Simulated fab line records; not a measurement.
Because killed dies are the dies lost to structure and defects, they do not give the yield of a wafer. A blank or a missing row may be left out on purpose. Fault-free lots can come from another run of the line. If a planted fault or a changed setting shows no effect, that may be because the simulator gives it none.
fab line records    flow nandHarc    part 2 of 2: steps 30 to 43 of 43
[record] lots = 5  wafers = 15  lastDay = 24
route steps=1159 shown A_BLC@993 A_M0@994 A_M1@1026
lots with no fault: from the same line, run without faults
startH: the number of hours between the record's first day and the start of the first shown wafer of the lot    waitH: hours since the lot's step before    " the same as in the row above    L1.1+2: a row that stands for several wafers    - value missing, or start not given    * or withheld: withheld    < > ~ a bound
route shown NAME@n: names a module that has steps shown in the file, with the first one's number in the route    usual: average and standard deviation across the fault-free wafers    same: alike in all rows    chamber/n: place in a boat    sites: per-site readings    _std_site: standard deviation of those values    _edge_site: mean of outer sites minus mean of inner sites    radiusMm: for every site, how far away it sits from the centre of the wafer    mask NAME#n: copy n    behind: the tool/chamber that last shaped the wafer    hold: why the lot went on hold/how many hours it stayed there/how the hold came to an end    device: transistor that didn't switch, given as n, p or np    end of line: tests of these same wafers at the route's end    a step given without rows: its recipe and nothing more    killed: not the wafer's yield, but the dies lost to structure and defects at the first sort    map: dies across one wafer; x = killed, . = not, _ = none there
set.NAME: setting as actually run; set.NAME@STEP: the setting as run at that earlier step    model.NAME: the simulator's own value behind a step, which no gauge read
lots seen at some steps along the route; tables by step, rows by wafer
services: from which hour (startH, from the record's first day; less than 0 if before it) a tool's chamber was out of use, for how many hours, and why
[[steps]]
[step NHARC_A_M0_INSPECT_27]
[usual] rawDefectCount = 442/140
lot.wafer  tool              chamber  startH  waitH  rawDefectCount
L080.1     defectInspect-01  -        449.01  0.0    298
L080.5     "                 -        "       "      270
L080.6     "                 -        "       "      258
L086.1     defectInspect-01  -        483.33  0.0    342
L086.3     "                 -        "       "      279
L086.4     "                 -        "       "      298
L091.1     defectInspect-02  -        504.99  0.0    385
L091.2     "                 -        "       "      350
L091.4     "                 -        "       "      517
L090.2     defectInspect-02  -        511.60  0.0    427
L090.4     "                 -        "       "      504
L090.6     "                 -        "       "      389
L094.3     defectInspect-01  -        525.09  0.0    763
L094.4     "                 -        "       "      465
L094.6     "                 -        "       "      744
[step NHARC_A_M0_PRE_CLEAN_31]
[recipe] timeS = 12  tempC = 370  rfPowerW = 300  gas = NH3
[usual] heaterPowerW = 632/55
lot.wafer  tool      chamber  startH  waitH  heaterPowerW
L080.1     pecvd-01  2        449.11  0.1    618
L080.6     "         1        "       "      643
L080.5     "         2        "       "      621
L086.1     pecvd-01  0        483.81  0.5    611
L086.3     "         2        "       "      530
L086.4     "         1        "       "      648
L091.1     pecvd-04  2        505.07  0.1    626
L091.2     "         0        "       "      731
L091.4     "         2        "       "      620
L090.2     pecvd-01  0        511.70  0.1    601
L090.6     "         1        "       "      627
L090.4     "         2        "       "      608
L094.3     pecvd-04  0        525.16  0.1    626
L094.6     "         1        "       "      652
L094.4     "         2        "       "      582
[step NHARC_A_M0_DEP_32]
[recipe] targetThkA = 300  tempC = 370  targetThkNm = 30  pressureTorr = 3  flowSccm = 200  rfW = 450  material = SiCN
[usual] heaterPowerW = 581/68
lot.wafer  tool      chamber  startH  waitH  heaterPowerW
L080.1     pecvd-01  2        449.25  0.1    581
L080.6     "         1        "       "      491
L080.5     "         2        "       "      596
L086.1     pecvd-01  0        483.89  0.1    521
L086.3     "         2        "       "      603
L086.4     "         1        "       "      586
L091.1     pecvd-04  2        505.18  0.1    554
L091.2     "         0        "       "      623
L091.4     "         2        "       "      538
L090.2     pecvd-01  0        511.84  0.1    518
L090.6     "         1        "       "      550
L090.4     "         2        "       "      563
L094.3     pecvd-04  0        525.23  0.1    670
L094.6     "         1        "       "      667
L094.4     "         2        "       "      596
[step NHARC_A_M1_DEP_00]
[recipe] targetThkA = 1825  targetThkNm = 182.5  tempC = withheld  pressureTorr = 5  flowSccm = 200  rfW = 600  material = SiOC
lot.wafer   tool      chamber  startH  waitH
L080.1+5+6  pecvd-03  0,2,1    449.62  -
L086.3+1+4  pecvd-01  1,0,1    -       -
L091.2+1+4  pecvd-01  0,2,2    505.55  -
L090.2+6+4  pecvd-04  1,1,0    512.17  -
L094.3+4+6  pecvd-03  2,0,0    525.78  -
[step NHARC_A_M1_DEHYDRATE_01]
[recipe] tempC = 150  timeS = 120
lot.wafer   tool           chamber  startH  waitH
L080.1+5+6  lithoTrack-06  0        449.99  -
L086.1+3+4  lithoTrack-04  0        484.76  -
L091.1+2+4  lithoTrack-04  0        505.95  -
L090.2+4+6  lithoTrack-01  0        512.57  -
L094.3+4+6  lithoTrack-01  0        526.19  0.3
[step NHARC_A_M1_HMDS_02]
[recipe] timeS = 30
lot.wafer   tool           chamber  startH  waitH
L080.1+5+6  lithoTrack-06  0        -       -
L086.1+3+4  lithoTrack-04  0        -       -
L091.1+2+4  lithoTrack-04  0        -       -
L090.2+4+6  lithoTrack-01  0        -       -
L094.3+4+6  lithoTrack-01  0        -       -
[step NHARC_A_M1_COAT_34]
[recipe] tempC = 200  timeS = 65
lot.wafer   tool           chamber  startH  waitH
L080.1+5+6  lithoTrack-06  0        -       -
L086.1+3+4  lithoTrack-04  0        -       -
L091.1+2+4  lithoTrack-04  0        -       -
L090.2+4+6  lithoTrack-01  0        -       -
L094.3+4+6  lithoTrack-01  0        -       -
[step NHARC_A_M1_COAT_03]
[recipe] spinRpm = 1500  resistThkNm = 90
[usual] dispensePressureKPa = 47/3.6
lot.wafer  tool           chamber  startH  waitH  dispensePressureKPa
L080.1     lithoTrack-06  0        -       -      52
L080.5     "              0        "       "      52
L080.6     "              0        "       "      52
L086.1     lithoTrack-04  0        -       -      48
L086.3     "              0        "       "      48
L086.4     "              0        "       "      48
L091.1     lithoTrack-04  0        -       -      48
L091.2     "              0        "       "      48
L091.4     "              0        "       "      48
L090.2     lithoTrack-01  0        -       -      44
L090.4     "              0        "       "      44
L090.6     "              0        "       "      44
L094.3     lithoTrack-01  0        -       -      44
L094.4     "              0        "       "      44
L094.6     "              0        "       "      44
[step NHARC_A_M1_SOFTBAKE_04]
[recipe] tempC = 105  timeS = 55
lot.wafer   tool           chamber  startH  waitH
L080.1+5+6  lithoTrack-06  0        -       -
L086.1+3+4  lithoTrack-04  0        -       -
L091.1+2+4  lithoTrack-04  0        -       -
L090.2+4+6  lithoTrack-01  0        -       -
L094.3+4+6  lithoTrack-01  0        -       -
[step NHARC_A_M1_EBR_05]
lot.wafer   tool           chamber  startH  waitH
L080.1+5+6  lithoTrack-06  0        -       -
L086.1+3+4  lithoTrack-04  0        -       -
L091.1+2+4  lithoTrack-04  0        -       -
L090.2+4+6  lithoTrack-01  0        -       -
L094.3+4+6  lithoTrack-01  0        -       -
[step NHARC_A_M1_EXPOSE_06]
[recipe] na = 1.35  targetCdNm = 120  doseMj = 75.13  maskId = A_M1
[usual] reticleTempC = 23.05/0.11
lot.wafer  tool            chamber  startH  waitH  mask    reticleTempC
L080.1     arfiScanner-01  0        450.27  -      A_M1#0  23.14
L080.5     "               0        "       "      A_M1#0  23.07
L080.6     "               0        "       "      A_M1#0  23.05
L086.1     arfiScanner-02  0        485.05  -      A_M1#0  22.99
L086.3     "               0        "       "      A_M1#0  22.95
L086.4     "               0        "       "      A_M1#0  23.08
L091.1     arfiScanner-01  0        506.24  -      A_M1#0  23.14
L091.2     "               0        "       "      A_M1#0  23.14
L091.4     "               0        "       "      A_M1#0  23.10
L090.2     arfiScanner-01  0        512.73  -      A_M1#0  23.08
L090.4     "               0        "       "      A_M1#0  23.00
L090.6     "               0        "       "      A_M1#0  23.11
L094.3     arfiScanner-02  0        526.49  -      A_M1#0  22.92
L094.4     "               0        "       "      A_M1#0  22.84
L094.6     "               0        "       "      A_M1#0  22.84
[step NHARC_A_M1_PEB_07]
[recipe] pebTempC = 100  pebTimeS = 65
[same] pebTimeS = 65
lot.wafer   tool           chamber  startH  waitH
L080.1+5+6  lithoTrack-04  0        450.33  0.1
L086.1+3+4  lithoTrack-01  0        485.11  0.1
L091.1+2+4  lithoTrack-04  0        506.30  0.1
L090.2+4+6  lithoTrack-01  0        512.79  0.1
L094.3+4+6  lithoTrack-06  0        526.54  0.0
[step NHARC_A_M1_DEVELOP_08]
[recipe] developTimeS = 35  devTempC = 23
lot.wafer   tool           chamber  startH  waitH
L080.1+5+6  lithoTrack-04  0        -       -
L086.1+3+4  lithoTrack-01  0        -       -
L091.1+2+4  lithoTrack-04  0        -       -
L090.2+4+6  lithoTrack-01  0        -       -
L094.3+4+6  lithoTrack-06  0        -       -
[step NHARC_A_M1_CD_MEAS_09]
[recipe] targetCdNm = 120  landingEnergyEv = 500
[usual] cdNm = 120.1/0.71
lot.wafer  tool      chamber  startH  waitH  cdNm
L080.1     cdSem-03  0        450.41  -      120.7
L080.5     "         0        "       "      120.0
L080.6     "         0        "       "      120.3
L086.1     cdSem-03  0        485.19  -      119.3
L086.3     "         0        "       "      120.4
L086.4     "         0        "       "      120.9
L091.1     cdSem-03  0        506.38  -      120.1
L091.2     "         0        "       "      119.8
L091.4     "         0        "       "      120.4
L090.2     cdSem-01  0        512.87  -      120.1
L090.4     "         0        "       "      120.0
L090.6     "         0        "       "      119.7
L094.3     cdSem-01  0        526.62  -      118.9
L094.4     "         0        "       "      120.3
L094.6     "         0        "       "      118.3
[[services]]
tool            chamber  startH  hours  kind
wetBench-10     -        423.20  8.0    pm
arfiScanner-02  -        428.00  4.0    pm
cmp-01          -        442.34  1.6    repair
lithoTrack-01   -        443.00  7.0    pm
rieDiel-03      2        443.81  3.2    repair
rieDiel-12      3        444.34  2.6    repair
ecdCu-01        -        449.21  8.0    pm
pecvd-01        -        457.06  0.3    repair
pvdSputter-03   -        458.00  10.0   pm
wetBench-09     -        464.83  8.0    pm
lithoTrack-06   -        467.00  7.0    pm
cmp-01          -        470.69  0.4    repair
rieDiel-07      -        471.95  0.6    repair
cmp-01          -        473.50  4.0    pm
pecvd-03        -        473.59  13.0   pm
lithoTrack-04   -        491.00  7.0    pm
pecvd-01        -        491.13  12.2   repair
cmp-04          -        497.21  4.0    pm
wetBench-10     -        497.53  0.6    repair
arfiScanner-01  -        500.74  0.2    repair
pecvd-03        1        504.99  24.2   repair
pvdSputter-02   -        508.30  4.1    repair
pvdSputter-01   -        514.02  10.0   pm
arfiScanner-01  -        515.80  0.3    repair
